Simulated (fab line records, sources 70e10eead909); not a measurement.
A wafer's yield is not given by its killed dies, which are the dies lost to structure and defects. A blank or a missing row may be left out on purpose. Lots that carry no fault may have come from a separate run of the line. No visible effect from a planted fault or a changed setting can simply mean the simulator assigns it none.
Chamber matching    flow nand-harc    NHARC_A_CONTACT_DEP_58 on pecvd-03: 3 sister chambers
The step deposits SiON, target thk 90 nm. 6 wafers are shown with their chamber, then 10 later ones without.

== WAFERS WITH THEIR CHAMBER ==
wafer   chamber  showerhead-vpp-V (V)  heater-power-w (W)
L082.3  0        1093                  586
L083.1  0        1091                  682
L083.3  2        1209                  810
L086.2  2        1228                  803
L091.2  1        1169                  767
L091.4  1        1179                  750

== WAFERS WHOSE CHAMBER IS MISSING ==
wafer   showerhead-vpp-V (V)  heater-power-w (W)
L091.5  1198                  760
L093.1  1090                  633
L093.2  1189                  716
L093.4  1192                  718
L094.2  1087                  686
L094.4  1191                  771
L094.5  1085                  683
L096.2  1178                  779
L096.3  1224                  834
L096.5  1178                  636

== CHAMBER TAKEN BY EACH ==
wafer   from the rows above      in truth
L091.5  can't be placed: 2 or 1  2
L093.1  0                        0
L093.2  1                        1
L093.4  can't be placed: 1 or 2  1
L094.2  0                        0
L094.4  can't be placed: 1 or 2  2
L094.5  0                        0
L096.2  1                        1
L096.3  2                        2
L096.5  1                        1
Correct placement for 7 of the 10. Unplaceable from these rows: 3, with the true chamber sitting among the candidates in 3. Placed wrongly: 0.
How it was worked out, from the rows above alone: a wafer's distance from a chamber is the root of the sum, over the readings, of the square of ((its reading less the chamber's mean) divided by the reading's scatter). If the next closest chamber is less than 2 further off than the closest, the wafer can't be placed; otherwise it belongs to the closest. A chamber's mean is the mean of its shown wafers. How the scatter is found: for the shown wafers, subtract from each reading the mean of its chamber, square and add these, divide the total by (wafers less chambers), then take the root.
